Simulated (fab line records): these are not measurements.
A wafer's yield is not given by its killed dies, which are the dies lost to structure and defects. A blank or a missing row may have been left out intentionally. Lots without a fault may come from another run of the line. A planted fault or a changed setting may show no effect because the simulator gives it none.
fab line records -- flow nand-harc
record: lots: 14, wafers: 42, last-day: 24
route steps=1159 shown P_GATE@213 P_CONTACT@246
lots with no fault: from the same line, run without faults
start-h: hours from the record's first day to the start of the lot's first wafer shown -- wait-h: hours elapsed since this lot's preceding step -- " same as the row above -- L1.1+2: several wafers, shown together as one row -- - no value present, or no start provided -- * or withheld: withheld -- < > ~ a bound
route shown NAME@n: names a module that has steps shown in the file, with the first one's number in the route -- usual: the fault-free wafers' mean and standard deviation -- same: alike in all rows -- chamber/n: place in a boat -- sites: readings site by site -- _std_site: the standard deviation of these -- _edge_site: mean of outer sites minus mean of inner sites -- radius-mm: for every site, how far away it sits from the centre of the wafer -- mask NAME#n: copy n -- behind: the last tool/chamber to shape the wafer -- hold: why the lot went on hold/how many hours it stayed there/how the hold came to an end -- device: the n, p or np transistor that did not switch -- end of line: tests of these same wafers at the route's end -- step lacking rows: just its recipe -- killed: dies that structure and defects cost at the first sort, which is not the same as the wafer's yield -- map: shows each die of a wafer: x if killed, . if not, _ if none is there
set.NAME: the setting that was run; set.NAME@STEP: the one run at that earlier step -- model.NAME: the simulator's own value behind a step, which no gauge read
a sample of lots followed through the steps of the route, with each step as a table and each wafer as a row
services: when a tool's chamber went out of use (start-h, in hours from the record's first day, below 0 if earlier), for how many hours, and the reason
== steps ==
step: NHARC_P_GATE_RTA_80
recipe: temp-c: 300, time-s: 30
usual: wafer_temp_C_max: 301.3/0.64
lot.wafer,tool,chamber,start-h,wait-h,wafer_temp_C_max
L577.1,rtp-anneal-01,0,101.05,-,302.0
L577.3,rtp-anneal-01,0,101.05,-,301.5
L577.4,rtp-anneal-01,0,101.05,-,301.5
L579.1,rtp-anneal-02,0,111.52,-,300.8
L579.2,rtp-anneal-02,0,111.52,-,301.2
L579.6,rtp-anneal-02,0,111.52,-,301.2
L581.1,rtp-anneal-01,0,127.07,-,301.6
L581.3,rtp-anneal-01,0,127.07,-,301.3
L581.6,rtp-anneal-01,0,127.07,-,301.8
L580.1,rtp-anneal-02,0,127.75,-,300.8
L580.2,rtp-anneal-02,0,127.75,-,301.0
L580.4,rtp-anneal-02,0,127.75,-,300.6
L582.1,rtp-anneal-02,0,139.23,-,300.7
L582.3,rtp-anneal-02,0,139.23,-,301.2
L582.5,rtp-anneal-02,0,139.23,-,300.8
L584.2,rtp-anneal-01,0,145.10,-,301.5
L584.3,rtp-anneal-01,0,145.10,-,302.6
L584.4,rtp-anneal-01,0,145.10,-,302.1
L583.1,rtp-anneal-02,0,145.51,-,300.7
L583.4,rtp-anneal-02,0,145.51,-,301.0
L583.5,rtp-anneal-02,0,145.51,-,300.7
L586.1,rtp-anneal-01,0,158.74,-,301.9
L586.2,rtp-anneal-01,0,158.74,-,302.6
L586.5,rtp-anneal-01,0,158.74,-,302.0
L585.1,rtp-anneal-02,0,159.38,-,301.2
L585.2,rtp-anneal-02,0,159.38,-,301.1
L585.4,rtp-anneal-02,0,159.38,-,300.7
L587.3,rtp-anneal-02,0,167.93,-,300.8
L587.4,rtp-anneal-02,0,167.93,-,300.5
L587.5,rtp-anneal-02,0,167.93,-,301.0
L589.1,rtp-anneal-02,0,184.52,-,300.9
L589.3,rtp-anneal-02,0,184.52,-,301.0
L589.5,rtp-anneal-02,0,184.52,-,301.0
L596.1,rtp-anneal-01,0,219.66,-,302.5
L596.3,rtp-anneal-01,0,219.66,-,302.1
L596.5,rtp-anneal-01,0,219.66,-,301.9
L597.2,rtp-anneal-02,0,228.30,-,300.8
L597.4,rtp-anneal-02,0,228.30,-,300.7
L597.6,rtp-anneal-02,0,228.30,-,300.7
L600.1,rtp-anneal-01,0,236.11,-,301.5
L600.2,rtp-anneal-01,0,236.11,-,301.3
L600.5,rtp-anneal-01,0,236.11,-,302.1
step: NHARC_P_CONTACT_PVD_32
recipe: target-thk-a: 50, chamber-pressure-pa: 5, power-w: 5000, substrate-temp-c: 200, time-s: 17.7, material: Ti
usual: cathode-dc-power-W: 5000.0/0.95, chamber-pressure-pa: 5.004/0.01, substrate-temp-c: 200.00/0.17, throttle-valve-pct: 29.7/0.87
lot.wafer,tool,chamber,start-h,wait-h,cathode-dc-power-W,chamber-pressure-pa,substrate-temp-c,throttle-valve-pct
L577.1,pvd-sputter-01,-,105.41,-,4999.8,5.016,200.05,29.0
L577.4,pvd-sputter-01,-,105.41,-,4999.2,5.000,199.91,30.6
L577.3,pvd-sputter-01,-,105.41,-,4999.1,4.989,200.30,30.8
L579.1,pvd-sputter-02,-,115.82,-,4999.9,5.006,200.17,29.2
L579.2,pvd-sputter-02,-,115.82,-,4999.6,4.998,199.75,30.1
L579.6,pvd-sputter-02,-,115.82,-,5002.6,5.011,199.98,29.1
L581.3,pvd-sputter-02,-,131.63,-,5000.2,5.030,199.93,29.9
L581.1,pvd-sputter-02,-,131.63,-,4999.0,5.006,200.23,29.0
L581.6,pvd-sputter-02,-,131.63,-,5000.2,5.031,199.94,30.1
L580.4,pvd-sputter-01,-,132.03,-,4999.1,5.018,200.20,30.5
L580.1,pvd-sputter-01,-,132.03,-,4999.9,5.012,200.31,29.0
L580.2,pvd-sputter-01,-,132.03,-,4999.6,5.006,200.06,29.3
L582.1,pvd-sputter-02,-,143.50,-,5000.4,4.995,200.11,29.1
L582.3,pvd-sputter-02,-,143.50,-,4999.1,5.006,199.77,29.9
L582.5,pvd-sputter-02,-,143.50,-,5000.1,4.987,200.12,29.0
L584.2,pvd-sputter-02,-,149.26,-,4999.8,5.019,199.75,29.7
L584.3,pvd-sputter-02,-,149.26,-,4997.8,5.001,199.92,29.2
L584.4,pvd-sputter-02,-,149.26,-,4998.4,5.009,200.06,29.1
L583.1,pvd-sputter-03,-,149.93,-,4999.9,4.992,199.86,30.8
L583.4,pvd-sputter-03,-,149.93,-,4998.1,5.020,200.12,28.4
L583.5,pvd-sputter-03,-,149.93,-,5001.2,4.999,200.20,30.4
L586.2,pvd-sputter-02,-,163.00,-,4999.5,5.017,200.25,29.9
L586.1,pvd-sputter-02,-,163.00,-,4999.8,4.998,199.75,29.5
L586.5,pvd-sputter-02,-,163.00,-,4999.7,5.021,199.88,29.3
L585.4,pvd-sputter-03,-,163.48,-,5000.2,4.997,199.75,30.5
L585.1,pvd-sputter-03,-,163.48,-,4999.2,4.999,200.04,28.5
L585.2,pvd-sputter-03,-,163.48,-,4999.7,4.994,199.86,28.4
L587.3,pvd-sputter-01,-,171.91,-,5001.2,5.008,200.11,28.7
L587.4,pvd-sputter-01,-,171.91,-,4999.4,4.998,200.03,28.6
L587.5,pvd-sputter-01,-,171.91,-,5000.2,5.016,199.94,29.0
L589.1,pvd-sputter-03,-,188.76,-,4998.5,5.014,200.27,31.0
L589.3,pvd-sputter-03,-,188.76,-,5000.3,5.003,200.12,28.4
L589.5,pvd-sputter-03,-,188.76,-,4998.9,5.005,199.95,30.6
L596.3,pvd-sputter-01,-,223.85,-,-,-,-,-
L596.1,pvd-sputter-01,-,223.85,-,-,-,-,-
L596.5,pvd-sputter-01,-,223.85,-,-,-,-,-
L597.2,pvd-sputter-03,-,232.45,-,-,-,-,-
L597.4,pvd-sputter-03,-,232.45,-,-,-,-,-
L597.6,pvd-sputter-03,-,232.45,-,-,-,-,-
L600.2,pvd-sputter-03,-,240.35,-,5000.5,4.992,200.01,30.6
L600.1,pvd-sputter-03,-,240.35,-,5001.0,5.009,200.09,30.6
L600.5,pvd-sputter-03,-,240.35,-,5002.2,5.018,200.17,28.5
step: NHARC_P_CONTACT_ALD_22
recipe: target-thk-a: 30, pulse-time-s: 1, ald-cycles: 150, temp-c: 450, material: TiN
usual: heater-power-w: 1103/130, precursor-pulse-height-rel: 1.001/0.021
same: ald-cycles: 150
lot.wafer,tool,chamber,start-h,wait-h,heater-power-w,precursor-pulse-height-rel
L577.1,ald-metal-04,1,105.55,-,1063,1.026
L577.4,ald-metal-04,2,105.55,-,1239,1.066
L577.3,ald-metal-04,3,105.55,-,1023,1.011
L579.2,ald-metal-02,0,115.99,-,1173,0.987
L579.1,ald-metal-02,1,115.99,-,1241,1.004
L579.6,ald-metal-02,3,115.99,-,1033,0.999
L581.3,ald-metal-03,0,131.75,-,1271,0.984
L581.1,ald-metal-03,1,131.75,-,1107,0.997
L581.6,ald-metal-03,1,131.75,-,1119,1.036
L580.4,ald-metal-02,0,132.17,-,1189,1.000
L580.2,ald-metal-02,1,132.17,-,1271,0.999
L580.1,ald-metal-02,2,132.17,-,1278,0.992
L582.1,ald-metal-02,3,143.65,-,1007,1.012
L582.3,ald-metal-02,0,143.65,-,1157,0.993
L582.5,ald-metal-02,1,143.65,-,1268,1.000
L584.4,ald-metal-04,2,149.38,-,1231,1.027
L584.2,ald-metal-04,3,149.38,-,1025,1.002
L584.3,ald-metal-04,0,149.38,-,1017,1.024
L583.1,ald-metal-02,3,150.06,-,1039,1.014
L583.4,ald-metal-02,1,150.06,-,1226,0.992
L583.5,ald-metal-02,2,150.06,-,1283,1.010
L586.2,ald-metal-03,3,163.16,-,795,1.024
L586.1,ald-metal-03,0,163.16,-,1220,0.981
L586.5,ald-metal-03,2,163.16,-,977,0.986
L585.1,ald-metal-04,1,163.60,-,1037,0.995
L585.2,ald-metal-04,2,163.60,-,1237,1.020
L585.4,ald-metal-04,3,163.60,-,1047,0.975
L587.4,ald-metal-04,1,172.03,-,1058,1.020
L587.3,ald-metal-04,0,172.03,-,1034,0.973
L587.5,ald-metal-04,1,172.03,-,1026,0.979
L589.3,ald-metal-04,0,188.87,-,1039,0.970
L589.1,ald-metal-04,3,188.87,-,1059,1.014
L589.5,ald-metal-04,1,188.87,-,1042,0.970
L596.1,ald-metal-04,3,223.95,-,1046,1.028
L596.3,ald-metal-04,1,223.95,-,1076,0.983
L596.5,ald-metal-04,0,223.95,-,1062,0.998
L597.4,ald-metal-03,0,232.57,-,1218,1.022
L597.2,ald-metal-03,1,232.57,-,1146,0.972
L597.6,ald-metal-03,0,232.57,-,1198,0.982
L600.2,ald-metal-04,3,240.46,-,1057,0.977
L600.1,ald-metal-04,1,240.46,-,1052,1.014
L600.5,ald-metal-04,3,240.46,-,1029,0.983
step: NHARC_P_CONTACT_INSPECT_27
usual: raw-defect-count: 275/120
lot.wafer,tool,chamber,start-h,wait-h,raw-defect-count
L577.1,defect-inspect-02,-,108.44,0.1,208
L577.3,defect-inspect-02,-,108.44,0.1,174
L577.4,defect-inspect-02,-,108.44,0.1,218
L579.1,defect-inspect-01,-,117.83,0.1,275
L579.2,defect-inspect-01,-,117.83,0.1,250
L579.6,defect-inspect-01,-,117.83,0.1,211
L581.1,defect-inspect-01,-,135.25,0.1,208
L581.3,defect-inspect-01,-,135.25,0.1,331
L581.6,defect-inspect-01,-,135.25,0.1,222
L580.1,defect-inspect-02,-,135.79,0.1,123
L580.2,defect-inspect-02,-,135.79,0.1,107
L580.4,defect-inspect-02,-,135.79,0.1,101
L582.1,defect-inspect-01,-,145.54,0.1,330
L582.3,defect-inspect-01,-,145.54,0.1,217
L582.5,defect-inspect-01,-,145.54,0.1,604
L584.2,defect-inspect-02,-,150.62,0.1,212
L584.3,defect-inspect-02,-,150.62,0.1,204
L584.4,defect-inspect-02,-,150.62,0.1,200
L583.1,defect-inspect-02,-,151.29,0.1,291
L583.4,defect-inspect-02,-,151.29,0.1,260
L583.5,defect-inspect-02,-,151.29,0.1,232
L586.1,defect-inspect-02,-,167.01,0.1,185
L586.2,defect-inspect-02,-,167.01,0.1,260
L586.5,defect-inspect-02,-,167.01,0.1,234
L585.1,defect-inspect-01,-,167.56,0.1,283
L585.2,defect-inspect-01,-,167.56,0.1,478
L585.4,defect-inspect-01,-,167.56,0.1,234
L587.3,defect-inspect-02,-,173.29,0.1,246
L587.4,defect-inspect-02,-,173.29,0.1,238
L587.5,defect-inspect-02,-,173.29,0.1,187
L589.1,defect-inspect-01,-,193.35,0.1,468
L589.3,defect-inspect-01,-,193.35,0.1,372
L589.5,defect-inspect-01,-,193.35,0.1,262
L596.1,defect-inspect-01,-,225.20,0.1,358
L596.3,defect-inspect-01,-,225.20,0.1,175
L596.5,defect-inspect-01,-,225.20,0.1,73
L597.2,defect-inspect-01,-,235.66,0.1,249
L597.4,defect-inspect-01,-,235.66,0.1,360
L597.6,defect-inspect-01,-,235.66,0.1,240
L600.1,defect-inspect-01,-,244.20,0.1,155
L600.2,defect-inspect-01,-,244.20,0.1,283
L600.5,defect-inspect-01,-,244.20,0.1,232
== services ==
tool,chamber,start-h,hours,kind
ald-metal-04,3,78.29,3.9,repair
pvd-sputter-01,-,96.28,6.6,repair
pvd-sputter-03,-,102.07,10.0,pm
pvd-sputter-01,-,120.94,9.4,repair
pvd-sputter-03,-,132.23,4.0,repair
ald-metal-04,1,140.23,1.5,repair
ald-metal-03,-,144.00,10.0,pm
ald-metal-02,2,144.67,2.7,repair
pvd-sputter-01,-,158.00,10.0,pm
pvd-sputter-03,-,181.42,3.0,repair
ald-metal-02,-,186.00,10.0,pm
pvd-sputter-01,-,195.19,0.7,repair
ald-metal-02,3,208.49,30.2,repair
pvd-sputter-01,-,213.99,1.0,repair
pvd-sputter-02,-,214.05,10.0,pm
ald-metal-04,-,228.00,10.0,pm
ald-metal-04,0,228.00,10.0,vent-cycle
ald-metal-04,1,228.00,10.0,vent-cycle
ald-metal-04,2,228.00,10.0,vent-cycle
ald-metal-04,3,228.00,10.0,vent-cycle
ald-metal-04,0,238.00,-,clean
ald-metal-04,1,238.00,-,clean
ald-metal-04,2,238.00,-,clean
ald-metal-04,3,238.00,-,clean
== key ==
first-sign: step: NHARC_P_CONTACT_PVD_32, reading: tool-record, direction: missing
effect none on later readings
met-at NHARC_P_CONTACT_PVD_32
struck-lots L596,L597
sort-left-out L596.1,L596.3,L596.5,L597.2,L597.4,L597.6
tester-left-out L596,L597
not-acting-at NHARC_P_GATE_RTA_80,NHARC_P_CONTACT_ALD_22,NHARC_P_CONTACT_INSPECT_27
onset-between 188.76 223.85
fault: kind: skipped-step-whole, tool: pvd-sputter-01,pvd-sputter-03, chamber: -, onset-h: 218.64, steps: NHARC_P_CONTACT_PVD_32, scope: struck-lots-only
tester-left-out: of these lots the tester's yield and bins aren't shown, on N5 and GAA mostly nor the transistor test; their killed dies are dies lost to structure and defects alone, not to doping, threshold or leakage, so they don't give the yield
sort-left-out: the simulated sort isn't trusted on such a fault, so these wafers' sort isn't shown, and their yield isn't known
